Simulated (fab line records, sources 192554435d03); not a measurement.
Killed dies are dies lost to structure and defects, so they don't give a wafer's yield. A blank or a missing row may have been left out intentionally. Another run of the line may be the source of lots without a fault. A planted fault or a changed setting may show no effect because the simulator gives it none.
Matching of chambers	flow n5Finfet	rieDiel-01 running N5_SD_EPI_P_ETCH_16: 4 sister chambers
The step etches SiO2 in CHF3/O2, target depth 5 nm. 4 wafers are shown with their chamber, then 8 later ones without.

EACH WAFER AND ITS CHAMBER
wafer	chamber	showerheadPlenumPTorr (Torr)
L082.2	0	2.51
L084.2	3	2.37
L084.5	1	2.37
L087.1	2	2.44

WAFERS WITHOUT THEIR CHAMBER
wafer	showerheadPlenumPTorr (Torr)
L087.3	2.37
L087.6	2.44
L088.1	2.44
L088.3	2.37
L088.5	2.44
L091.2	2.51
L091.3	2.43
L091.4	2.37

EACH ONE'S CHAMBER
wafer	from the rows above	in truth
L087.3	can't be placed: 1 or 3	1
L087.6	2	2
L088.1	2	2
L088.3	can't be placed: 1 or 3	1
L088.5	2	2
L091.2	0	0
L091.3	2	2
L091.4	can't be placed: 1 or 3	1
Correctly placed: 5 of 8. Not placeable from these rows: 3 (in 3, the candidates include the true chamber). Number placed wrongly: 0.
How it was worked out, from the rows above alone: a wafer's distance from a chamber is the root of the sum, over the readings, of the square of ((its reading less the chamber's mean) divided by the reading's scatter). The wafer belongs to the nearest chamber; if the next one is less than 2 further off, it can't be placed. A chamber's mean is the mean of its shown wafers. The scatter: root of mean squared gap, hidden wafer to nearest shown wafer, with one shown wafer a chamber.
